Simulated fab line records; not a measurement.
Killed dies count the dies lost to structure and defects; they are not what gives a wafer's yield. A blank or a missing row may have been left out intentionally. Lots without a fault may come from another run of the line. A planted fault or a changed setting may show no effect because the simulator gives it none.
Chamber matching || flow n5Finfet || 4 sister chambers for N5_WELL_APT_DESCUM_13 on rieDiel-02
The step chemistry O2, time 7.9 s. 16 wafers are shown with their chamber, then 8 later ones without.

EACH WAFER AND ITS CHAMBER
{"wafer": "L075.2", "chamber": 0, "showerheadPlenumPTorr (Torr)": 2.02, "drypumpMotorCurrentA (A)": 6.1, "throttleValvePct (%)": 20.21}
{"wafer": "L075.4", "chamber": 3, "showerheadPlenumPTorr (Torr)": 2.20, "drypumpMotorCurrentA (A)": 5.1, "throttleValvePct (%)": 20.90}
{"wafer": "L075.6", "chamber": 0, "showerheadPlenumPTorr (Torr)": 2.02, "drypumpMotorCurrentA (A)": 6.1, "throttleValvePct (%)": 20.17}
{"wafer": "L080.1", "chamber": 2, "showerheadPlenumPTorr (Torr)": 2.00, "drypumpMotorCurrentA (A)": 5.3, "throttleValvePct (%)": 20.87}
{"wafer": "L080.3", "chamber": 1, "showerheadPlenumPTorr (Torr)": 2.12, "drypumpMotorCurrentA (A)": 5.2, "throttleValvePct (%)": 20.45}
{"wafer": "L080.5", "chamber": 0, "showerheadPlenumPTorr (Torr)": 2.02, "drypumpMotorCurrentA (A)": 6.1, "throttleValvePct (%)": 20.21}
{"wafer": "L082.1", "chamber": 0, "showerheadPlenumPTorr (Torr)": 2.02, "drypumpMotorCurrentA (A)": 6.2, "throttleValvePct (%)": 20.21}
{"wafer": "L082.4", "chamber": 2, "showerheadPlenumPTorr (Torr)": 2.00, "drypumpMotorCurrentA (A)": 5.3, "throttleValvePct (%)": 20.85}
{"wafer": "L082.5", "chamber": 3, "showerheadPlenumPTorr (Torr)": 2.20, "drypumpMotorCurrentA (A)": 5.1, "throttleValvePct (%)": 20.94}
{"wafer": "L083.2", "chamber": 2, "showerheadPlenumPTorr (Torr)": 2.00, "drypumpMotorCurrentA (A)": 5.3, "throttleValvePct (%)": 20.88}
{"wafer": "L083.4", "chamber": 0, "showerheadPlenumPTorr (Torr)": 2.02, "drypumpMotorCurrentA (A)": 6.2, "throttleValvePct (%)": 20.21}
{"wafer": "L083.6", "chamber": 3, "showerheadPlenumPTorr (Torr)": 2.20, "drypumpMotorCurrentA (A)": 5.1, "throttleValvePct (%)": 20.93}
{"wafer": "L085.2", "chamber": 3, "showerheadPlenumPTorr (Torr)": 2.20, "drypumpMotorCurrentA (A)": 5.1, "throttleValvePct (%)": 20.95}
{"wafer": "L085.5", "chamber": 0, "showerheadPlenumPTorr (Torr)": 2.02, "drypumpMotorCurrentA (A)": 6.2, "throttleValvePct (%)": 20.23}
{"wafer": "L085.6", "chamber": 3, "showerheadPlenumPTorr (Torr)": 2.20, "drypumpMotorCurrentA (A)": 5.1, "throttleValvePct (%)": 20.96}
{"wafer": "L086.1", "chamber": 0, "showerheadPlenumPTorr (Torr)": 2.01, "drypumpMotorCurrentA (A)": 6.1, "throttleValvePct (%)": 20.23}

SIGNATURES (means of the wafers above)
{"reading": "showerheadPlenumPTorr", "chamber 0": 2.0186, "chamber 1": 2.1200, "chamber 2": 2.0000, "chamber 3": 2.2000, "scatter within a chamber": 0.00267}
{"reading": "drypumpMotorCurrentA", "chamber 0": 6.143, "chamber 1": 5.200, "chamber 2": 5.300, "chamber 3": 5.100, "scatter within a chamber": 0.0378}
{"reading": "throttleValvePct", "chamber 0": 20.2100, "chamber 1": 20.4500, "chamber 2": 20.8667, "chamber 3": 20.9360, "scatter within a chamber": 0.0204}
Rule: distance of a wafer from a chamber = root of the sum over the readings of ((wafer's reading minus chamber's mean) / reading's scatter) squared. The wafer belongs to the nearest chamber; if the next one is less than 2 further off, it can't be placed. The scatter is the square root of a quotient: the sum, over the shown wafers, of each reading's squared deviation from its chamber's mean, divided by wafers minus chambers.

WAFERS WITHOUT THEIR CHAMBER
{"wafer": "L086.3", "showerheadPlenumPTorr (Torr)": 2.12, "drypumpMotorCurrentA (A)": 5.2, "throttleValvePct (%)": 20.48}
{"wafer": "L086.5", "showerheadPlenumPTorr (Torr)": 2.00, "drypumpMotorCurrentA (A)": 5.3, "throttleValvePct (%)": 20.87}
{"wafer": "L088.2", "showerheadPlenumPTorr (Torr)": 2.12, "drypumpMotorCurrentA (A)": 5.2, "throttleValvePct (%)": 20.48}
{"wafer": "L088.3", "showerheadPlenumPTorr (Torr)": 2.00, "drypumpMotorCurrentA (A)": 5.3, "throttleValvePct (%)": 20.87}
{"wafer": "L088.4", "showerheadPlenumPTorr (Torr)": 2.01, "drypumpMotorCurrentA (A)": 6.1, "throttleValvePct (%)": 20.23}
{"wafer": "L094.3", "showerheadPlenumPTorr (Torr)": 2.01, "drypumpMotorCurrentA (A)": 6.1, "throttleValvePct (%)": 20.25}
{"wafer": "L094.5", "showerheadPlenumPTorr (Torr)": 2.19, "drypumpMotorCurrentA (A)": 5.1, "throttleValvePct (%)": 20.95}
{"wafer": "L094.6", "showerheadPlenumPTorr (Torr)": 2.01, "drypumpMotorCurrentA (A)": 6.1, "throttleValvePct (%)": 20.23}

CHAMBER TAKEN BY EACH
{"wafer": "L086.3", "from the rows above": 1, "in truth": 1}
{"wafer": "L086.5", "from the rows above": 2, "in truth": 2}
{"wafer": "L088.2", "from the rows above": 1, "in truth": 1}
{"wafer": "L088.3", "from the rows above": 2, "in truth": 2}
{"wafer": "L088.4", "from the rows above": 0, "in truth": 0}
{"wafer": "L094.3", "from the rows above": 0, "in truth": 0}
{"wafer": "L094.5", "from the rows above": 3, "in truth": 3}
{"wafer": "L094.6", "from the rows above": 0, "in truth": 0}
Placed correctly: 8 of 8. Left unplaced by these rows: 0. Placed wrongly: 0.
